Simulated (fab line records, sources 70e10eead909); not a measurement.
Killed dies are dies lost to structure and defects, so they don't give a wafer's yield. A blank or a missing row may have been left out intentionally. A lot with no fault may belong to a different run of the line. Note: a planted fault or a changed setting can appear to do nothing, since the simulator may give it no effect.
One fault seen from 2 desks -- flow nand-harc -- each desk holds nothing but its own numbers, with what lay behind them at the end

FOR THE TOOL OWNER'S DESK: krf-scanner-01
The tool's own readings at NHARC_P_BONDPAD_EXPOSE_06 (exposes mask P BPAD): means of the sampled wafers that have a number, for each lot that ran on this tool. Any lot whose mean is over 4 standard deviations away from the usual mean is out of limits and marked OUT; that distance is given in the brackets.
Columns: A = exposure-dose-mJ-cm2 at NHARC_P_BONDPAD_EXPOSE_06, usual 37.04
lot,first seen here,A
L477,day 6 18:28,37.08
L478,day 7 03:19,31.73 (-99 or more) OUT
L482,day 8 00:28,32.82 (-99 or more) OUT
L484,day 8 15:53,33.64 (-92) OUT
This desk's verdict: out of limits on L478, L482, L484, starting with L478 at day 7 03:19 (exposure-dose-mJ-cm2 at NHARC_P_BONDPAD_EXPOSE_06). In limits: L477.

THE METROLOGY DESK
What the gauges read, lot by lot, whatever tool the lot ran on: means of the sampled wafers that have a number. Any lot whose mean is over 4 standard deviations away from the usual mean is out of limits and marked OUT; that distance is given in the brackets.
Columns: A = thk-nm at NHARC_P_M2_THK_MEAS_24, usual 144.1 nm
lot,first seen here,A
L476,day 6 15:59,144.2
L477,day 6 16:38,144.5
L478,day 7 01:39,145.6
L481,day 7 07:29,143.5
L482,day 7 22:39,143.4
L484,day 8 13:52,145.0
L490,day 9 13:01,144.5
L489,day 9 14:44,143.6
L493,day 10 15:01,143.0
L494,day 10 16:00,144.3
L495,day 10 19:39,145.4
L497,day 11 16:34,143.8
L499,day 11 19:18,144.7
Finding of this desk: none of the 13 lots has anything out of limits.

BROUGHT TOGETHER
The tool owner's desk could have raised an alarm at day 7 03:19, on L478, L482, L484.
From the metrology desk's view, nothing was out of limits.
The metrology desk holds a record of L478, L482, L484, inside its limits.
NHARC_P_BONDPAD_EXPOSE_06 was run on krf-scanner-01 by each of the lots named.

WHAT THE SIMULATOR HAD INSERTED
Drift in process parameters on krf-scanner-01 at NHARC_P_BONDPAD_EXPOSE_06, starting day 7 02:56. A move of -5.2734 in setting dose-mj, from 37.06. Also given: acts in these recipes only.
Struck lots among those shown: L478, L482, L484.
Time in hours from fault onset to the first out-of-limits reading at each desk: the tool owner's desk, 0.
